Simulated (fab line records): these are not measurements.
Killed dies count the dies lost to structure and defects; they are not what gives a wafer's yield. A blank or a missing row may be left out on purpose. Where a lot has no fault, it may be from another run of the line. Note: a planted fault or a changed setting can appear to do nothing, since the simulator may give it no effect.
Matching of chambers + flow nand harc + rie diel-07 running NHARC_A_M1_ETCH_35: 4 sister chambers
The step etches the open film in N2/H2, target depth 40 nm, overetch 12 nm, time 43.94 s. 4 wafers are shown with their chamber, then 9 later ones without.

## EACH WAFER AND ITS CHAMBER
| wafer  | chamber | drypump motor current A (A) |
|--------|---------|-----------------------------|
| L083.1 | 2       | 5.8                         |
| L087.3 | 1       | 6.3                         |
| L087.4 | 3       | 6.5                         |
| L087.5 | 0       | 5.2                         |

## WAFERS WITHOUT THEIR CHAMBER
| wafer  | drypump motor current A (A) |
|--------|-----------------------------|
| L086.1 | 5.2                         |
| L086.3 | 6.5                         |
| L086.6 | 5.2                         |
| L092.1 | 6.4                         |
| L092.3 | 5.2                         |
| L092.5 | 6.4                         |
| L097.3 | 5.8                         |
| L097.4 | 5.2                         |
| L097.6 | 5.8                         |

## WHICH CHAMBER EACH ONE RAN IN
| wafer  | from the rows above     | in truth |
|--------|-------------------------|----------|
| L086.1 | 0                       | 0        |
| L086.3 | 3                       | 3        |
| L086.6 | 0                       | 0        |
| L092.1 | can't be placed: 3 or 1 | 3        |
| L092.3 | 0                       | 0        |
| L092.5 | can't be placed: 3 or 1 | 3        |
| L097.3 | 2                       | 2        |
| L097.4 | 0                       | 0        |
| L097.6 | 2                       | 2        |
Correct placement for 7 of the 9. Cannot be placed on the basis of these rows: 2; the candidates contain the true chamber in 2. Placed wrongly: 0.
How it was worked out, from the rows above alone: a wafer's distance from a chamber is the root of the sum, over the readings, of the square of ((its reading less the chamber's mean) divided by the reading's scatter). If the next closest chamber is less than 2 further off than the closest, the wafer can't be placed; otherwise it belongs to the closest. For every chamber, the mean is computed from those of its wafers that are shown. The scatter: root of mean squared gap, hidden wafer to nearest shown wafer, with one shown wafer a chamber.
